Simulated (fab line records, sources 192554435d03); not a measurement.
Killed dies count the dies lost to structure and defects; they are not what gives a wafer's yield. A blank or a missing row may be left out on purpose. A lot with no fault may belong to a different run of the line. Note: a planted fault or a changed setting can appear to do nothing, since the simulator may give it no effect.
Matching of chambers / flow n5_finfet / 4 sister chambers for N5_FIN_CUT_CUT_ETCH_15 on rie_si-01
The step etches Si in HBr/Cl2/O2, target depth 100 nm, bt time 10 s, time 42.4 s. 8 wafers are shown with their chamber, then 9 later ones without.

== EACH WAFER AND ITS CHAMBER ==
wafer=L078.1; chamber=2; drypump_motor_current_A (A)=6.2; oes_o_777_au (a.u.)=0.98
wafer=L079.1; chamber=1; drypump_motor_current_A (A)=5.8; oes_o_777_au (a.u.)=1.10
wafer=L083.1; chamber=3; drypump_motor_current_A (A)=6.3; oes_o_777_au (a.u.)=1.02
wafer=L083.4; chamber=0; drypump_motor_current_A (A)=5.8; oes_o_777_au (a.u.)=0.91
wafer=L083.5; chamber=2; drypump_motor_current_A (A)=6.2; oes_o_777_au (a.u.)=0.97
wafer=L084.1; chamber=3; drypump_motor_current_A (A)=6.3; oes_o_777_au (a.u.)=1.03
wafer=L084.5; chamber=0; drypump_motor_current_A (A)=5.8; oes_o_777_au (a.u.)=0.90
wafer=L084.6; chamber=1; drypump_motor_current_A (A)=5.9; oes_o_777_au (a.u.)=1.10

== WAFERS WITH NO CHAMBER GIVEN ==
wafer=L091.1; drypump_motor_current_A (A)=5.8; oes_o_777_au (a.u.)=1.11
wafer=L091.2; drypump_motor_current_A (A)=6.2; oes_o_777_au (a.u.)=0.98
wafer=L091.4; drypump_motor_current_A (A)=6.3; oes_o_777_au (a.u.)=1.03
wafer=L092.4; drypump_motor_current_A (A)=6.2; oes_o_777_au (a.u.)=0.98
wafer=L092.5; drypump_motor_current_A (A)=5.8; oes_o_777_au (a.u.)=0.91
wafer=L092.6; drypump_motor_current_A (A)=5.8; oes_o_777_au (a.u.)=1.10
wafer=L096.1; drypump_motor_current_A (A)=5.8; oes_o_777_au (a.u.)=0.91
wafer=L096.5; drypump_motor_current_A (A)=5.8; oes_o_777_au (a.u.)=1.10
wafer=L096.6; drypump_motor_current_A (A)=5.8; oes_o_777_au (a.u.)=0.91

== WHICH CHAMBER EACH WENT THROUGH ==
wafer=L091.1; from the rows above=1; in truth=1
wafer=L091.2; from the rows above=2; in truth=2
wafer=L091.4; from the rows above=3; in truth=3
wafer=L092.4; from the rows above=2; in truth=2
wafer=L092.5; from the rows above=0; in truth=0
wafer=L092.6; from the rows above=1; in truth=1
wafer=L096.1; from the rows above=0; in truth=0
wafer=L096.5; from the rows above=1; in truth=1
wafer=L096.6; from the rows above=0; in truth=0
Placed correctly: 9 of 9. From these rows, 0 cannot be placed. Number placed wrongly: 0.
How it was worked out, from the rows above alone: a wafer's distance from a chamber is the root of the sum, over the readings, of the square of ((its reading less the chamber's mean) divided by the reading's scatter). If the next closest chamber is less than 2 further off than the closest, the wafer can't be placed; otherwise it belongs to the closest. The mean given for a chamber averages the wafers shown for that chamber. How the scatter is found: for the shown wafers, subtract from each reading the mean of its chamber, square and add these, divide the total by (wafers less chambers), then take the root.
